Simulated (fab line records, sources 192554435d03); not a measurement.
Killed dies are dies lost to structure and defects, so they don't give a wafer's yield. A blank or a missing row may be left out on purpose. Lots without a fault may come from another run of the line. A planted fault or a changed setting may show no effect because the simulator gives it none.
Problem report in the 8D (eight disciplines) form, filled by code | flow n5_finfet | the parts of the form that need people (team, actions taken, sign-off) are left out

1. THE PROBLEM
bias_w at N5_BEOL_M15_ETCH_61 reads a mean of 127.4 W on 9 wafers of 3 lots; wafers without a fault read 150.0 W with a standard deviation of 0.47. That is -48 standard deviations from the usual mean.
The step: etches BARC in N2/H2, target depth 89 nm, overetch 26.7 nm, time 67.9 s.
First seen on wafer L130.2, day 17 00:31, on rie_diel-03. The record holds 20 wafers of 7 lots with a number at this step. Rule for "out", or "out of limits": more than 4 standard deviations from the usual mean. The other wafers with a number count as sound.

2. WHAT IT IS AND WHAT IT IS NOT
question                    | is                     | is not
which readings at this step | bias_w, rf_vpp_V       | drypump_motor_current_A, oes_product_au, rf_fwd_power_W, showerhead_plenum_p_Torr, throttle_valve_pct
which lots                  | L130, L131, L133       | L113, L119, L121, L135
which wafers of those lots  | all that have a number | -
read on which tools         | rie_diel-03            | rie_diel-04
when                        | from day 17 00:31      | up to then (8 sound wafers); but 3 sound wafers of L135 came after

3. SUSPECTS, AND WHAT RULES EACH OUT
Counting: a tool at a process step up to the reading stays a suspect if it ran every lot that is out and no sound lot after the first of them.
- rie_diel-03 at N5_BEOL_M15_DESCUM_33 (chemistry O2, time 7.9 s): kept. It ran every lot that is out, first L130 (day 17 00:29), and no sound lot after that; its last sound lot up to then is L113 (day 11 17:51).
- rie_diel-03 at N5_BEOL_M15_ETCH_61 (etches BARC in N2/H2, target depth 89 nm, overetch 26.7 nm, time 67.9 s): kept. It ran every lot that is out, first L130 (day 17 00:31), and no sound lot after that; its last sound lot up to then is L113 (day 11 17:53). Its own readings are out on those wafers: bias_w, rf_vpp_V.
Left after counting: rie_diel-03 at N5_BEOL_M15_DESCUM_33, rie_diel-03 at N5_BEOL_M15_ETCH_61.

4. THE CAUSE (what the simulator had put in)
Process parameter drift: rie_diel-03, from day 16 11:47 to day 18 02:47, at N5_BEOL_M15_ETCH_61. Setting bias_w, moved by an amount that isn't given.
Counting left 2 suspects, and this tool is among them.

5. THE CHAIN OF EFFECTS, in route order
Each row: a reading whose mean over the struck wafers that have a number lies more than 3 standard deviations from the usual. Only readings for which the record gives a usual standard deviation are gone through. hours: the time from each lot's start at the first step in this table that gives one to its start at this step, as a median over the lots. sigmas: the change in usual standard deviations.
hours | step                | reading  | usual   | on struck wafers | change | sigmas
0     | N5_BEOL_M15_ETCH_61 | bias_w   | 150.0 W | 127.4            | -22.6  | -48
0     | N5_BEOL_M15_ETCH_61 | rf_vpp_V | 525.0 V | 472.7            | -52.3  | -19
The process steps in it:
- N5_BEOL_M15_ETCH_61: etches BARC in N2/H2, target depth 89 nm, overetch 26.7 nm, time 67.9 s.

6. WHAT WOULD HAVE CAUGHT IT SOONER
In this record the first reading out of limits was taken at day 17 00:31, 13 hours after the fault began at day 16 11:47.
